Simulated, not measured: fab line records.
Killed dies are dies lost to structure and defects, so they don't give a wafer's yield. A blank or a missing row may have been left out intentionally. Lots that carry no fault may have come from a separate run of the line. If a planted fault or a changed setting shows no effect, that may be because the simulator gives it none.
Split-lot trial    flow n5_finfet    on a route of 1938 steps: 7 lots, 21 wafers read

## THE SPLIT
At N5_PMOS_HMC_CHANNEL_EPI_PEB_07 (peb time 60 s), the setting peb_temp_c was moved away from the recipe's 110 C on 4 of the 21 wafers read, by -2.4% to -1.5%. For the rest of the wafers, this setting stayed at what the recipe calls for.

## THE PATH FROM SPLIT TO READING: the file shows 1 step between them
- N5_PMOS_HMC_CHANNEL_EPI_DEVELOP_08: develop time 30 s

## THE READING
cd_nm at N5_PMOS_HMC_CHANNEL_EPI_CD_MEAS_09, given in nm (cd target 237.4 nm). On this fab line, fault-free wafers typically give 237.9 nm with a standard deviation of 0.86 nm.

wafer   tool, chamber at the split  peb_temp_c as run, C  against the recipe  cd_nm, nm  against lot-mates on the recipe
L074.2  litho_track-04, 0           110                   recipe              237.0      -
L074.4  litho_track-04, 0           110                   recipe              238.4      -
L074.6  litho_track-04, 0           110                   recipe              237.7      -
L075.2  litho_track-01, 0           108.3                 -1.5%               233.1      -5.7
L075.5  litho_track-01, 0           110                   recipe              238.3      -
L075.6  litho_track-01, 0           110                   recipe              239.2      -
L080.1  litho_track-03, 0           110                   recipe              238.1      -
L080.4  litho_track-03, 0           110                   recipe              238.7      -
L080.5  litho_track-03, 0           110                   recipe              238.0      -
L086.2  litho_track-03, 0           110                   recipe              237.2      -
L086.4  litho_track-03, 0           107.5                 -2.3%               229.3      -7.9
L086.5  litho_track-03, 0           107.5                 -2.3%               229.2      -8.0
L087.1  litho_track-01, 0           110                   recipe              238.2      -
L087.2  litho_track-01, 0           107.4                 -2.4%               229.2      -8.8
L087.6  litho_track-01, 0           110                   recipe              237.8      -
L095.1  litho_track-01, 0           110                   recipe              239.5      -
L095.2  litho_track-01, 0           110                   recipe              238.2      -
L095.4  litho_track-01, 0           110                   recipe              239.8      -
L096.1  litho_track-03, 0           110                   recipe              238.3      -
L096.2  litho_track-03, 0           110                   recipe              237.7      -
L096.4  litho_track-03, 0           110                   recipe              238.0      -

FIT RESULTS
A straight line over all 21 wafers: cd_nm changes by +3.84 nm for each +1% of peb_temp_c; r = +0.98; the points scatter about the line by 0.71 nm.
The same after taking each lot's own level away (the mean of its wafers on the recipe; 21 wafers): +3.59 nm for each +1%; r = +0.99; scatter 0.43 nm.
That fit puts the effect of the largest move of peb_temp_c on the reading at 8.5 nm.
The span of the lots' own levels, 237.20 to 239.17 nm, comes to 2.3 times the standard deviation stated above.
The two slopes agree, so the slope changes little with the lot-to-lot level.
Check: with one of the wafers moved furthest among these (-2.4%) left out of the fit, the line predicts -8.34 nm for it against its lot-mates. It came out at -8.8 nm against them.

## ADDITIONAL SPLITS CARRIED BY THESE WAFERS
These wafers also went through other splits before the reading. Each is held against what the fit with the lots' levels taken away leaves over:
other split on the same wafers            wafers away from the commonest value  r with cd_nm (lot level and that fit taken away)
N5_WELL_APT_EXPOSE_05 dose_mj             7                                     -0.11
N5_WELL_APT_DEVELOP_07 develop_time_s     7                                     +0.00
N5_PMOS_HMC_CHANNEL_EPI_COAT_31 spin_rpm  10                                    -0.12

## THE WHOLE CHAIN: every reading that the file lists as answering this split, in the file's order
step                                what it does                                                            reading                                                                      change (the file's fit)               r (the file's)
N5_PMOS_HMC_CHANNEL_EPI_CD_MEAS_09  target cd 237.4 nm                                                      cd_nm                                                                        +3.62 nm for each +1% of the setting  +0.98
N5_PMOS_HMC_CHANNEL_EPI_DESCUM_14   chemistry O2, time 7.9 s                                                PMOS_HMC_CHANNEL_EPI.cd_nm (the simulator's own value, which no gauge read)  +3.66 nm for each +1% of the setting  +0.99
N5_PMOS_HMC_CHANNEL_EPI_ETCH_32     etches BARC in N2/H2, stops on SiO2, target depth 85.8 nm, time 50.3 s  PMOS_HMC_CHANNEL_EPI.cd_nm (the simulator's own value, which no gauge read)  +3.79 nm for each +1% of the setting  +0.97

## THE FILE'S OWN FIT
cd_nm changes by +3.62 nm for each +1% of peb_temp_c, r = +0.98.
